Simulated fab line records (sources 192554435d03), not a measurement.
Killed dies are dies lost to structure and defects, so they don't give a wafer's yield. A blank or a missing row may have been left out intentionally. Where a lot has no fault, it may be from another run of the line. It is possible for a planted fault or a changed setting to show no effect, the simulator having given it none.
The tool behind it: which one?	flow n5_finfet	12 lots, 36 wafers sampled, at 4 steps of a route of 1938

== WHAT THE GAUGES SHOWED, per wafer ==
N5_BEOL_M15_INSPECT_30: inspects for defects (macro).
lot	measured	on	raw_defect_count
L075	day 13 09:11	defect_inspect-01	2 2 1
L079	day 13 12:48	defect_inspect-02	1 0 2
L081	day 14 03:18	defect_inspect-01	1 0 3
L080	day 14 14:37	defect_inspect-02	2 3 2
L084	day 15 02:31	defect_inspect-01	0 0 3
L086	day 15 10:57	defect_inspect-02	2 1 3
L089	day 16 06:41	defect_inspect-01	1 2 4
L087	day 16 09:52	defect_inspect-01	2 5 2
L091	day 17 03:01	defect_inspect-02	3 1 0
L094	day 17 03:44	defect_inspect-02	1 2 4
L095	day 17 19:10	defect_inspect-02	0 2 3
L097	day 18 07:03	defect_inspect-02	3 2 2

== WHAT TOOL EACH LOT RAN ON (gives the tool, then ch and the chambers of the sampled wafers, and finally the start) ==
lot	N5_BEOL_M13_SPUTTER_43	N5_BEOL_M14_DESCUM_15	N5_BEOL_M15_DESCUM_15
L075	pvd_sputter-01, day 12 18:39	rie_diel-03 ch 0,1,2, day 12 21:56	rie_diel-04 ch 1,3, day 13 07:38
L079	pvd_sputter-03, day 12 21:31	rie_diel-06 ch 0,2,3, day 12 23:21	rie_diel-05 ch 1,2,3, day 13 11:13
L081	pvd_sputter-02, day 13 12:15	rie_diel-03 ch 0,2,3, day 13 14:26	rie_diel-02 ch 2,3, day 14 01:45
L080	pvd_sputter-03, day 13 22:45	rie_diel-06 ch 0,2, day 14 00:46	rie_diel-02 ch 0,1,2, day 14 13:04
L084	pvd_sputter-02, day 14 17:19	rie_diel-03 ch 0,3, day 14 19:08	rie_diel-04 ch 0,3, day 15 01:05
L086	pvd_sputter-03, day 15 01:12	rie_diel-06 ch 0,1,2, day 15 03:26	rie_diel-02 ch 0,3, day 15 09:31
L089	pvd_sputter-03, day 15 20:22	rie_diel-03 ch 0,2, day 15 23:16	rie_diel-02 ch 0,2, day 16 05:08
L087	pvd_sputter-03, day 15 22:58	rie_diel-03 ch 1,2,3, day 16 01:26	rie_diel-02 ch 0,3, day 16 08:26
L091	pvd_sputter-01, day 16 13:01	rie_diel-06 ch 0,1,3, day 16 14:49	rie_diel-04 ch 2,3, day 17 01:25
L094	pvd_sputter-03, day 16 19:04	rie_diel-01 ch 0,1,2, day 16 21:12	rie_diel-02 ch 1,2, day 17 02:07
L095	pvd_sputter-02, day 17 10:35	rie_diel-01 ch 0,3, day 17 12:25	rie_diel-04 ch 1,2,3, day 17 17:21
L097	pvd_sputter-03, day 17 22:14	rie_diel-06 ch 1,2,3, day 18 00:23	rie_diel-04 ch 1,2,3, day 18 05:37
- N5_BEOL_M13_SPUTTER_43: material TaN, target thk 15 nm, time 24.19 s.
- N5_BEOL_M14_DESCUM_15: chemistry O2, time 7.9 s.
- N5_BEOL_M15_DESCUM_15: chemistry O2, time 7.9 s.

== THE ANSWER, worked out from the rows above alone ==
Rule: what is usual is taken from the lots themselves. Put in order of their means at a reading, lots are off if they are a third of the lots or fewer, leave a main group of 4 or more, and stand apart from it by a gap of 3 or more times the standard deviation of the main group's means; of several such gaps the widest counts. If all means in a main group match to the digits the tables above print for the reading, that group is not used. A lot without any number at a reading at which 4 lots or more have one is off too. Any other lot the step has rows for is counted as sound.
No lot is off at any reading shown: from this, nothing can be told.

== WHAT THE SIMULATOR HAD INSERTED ==
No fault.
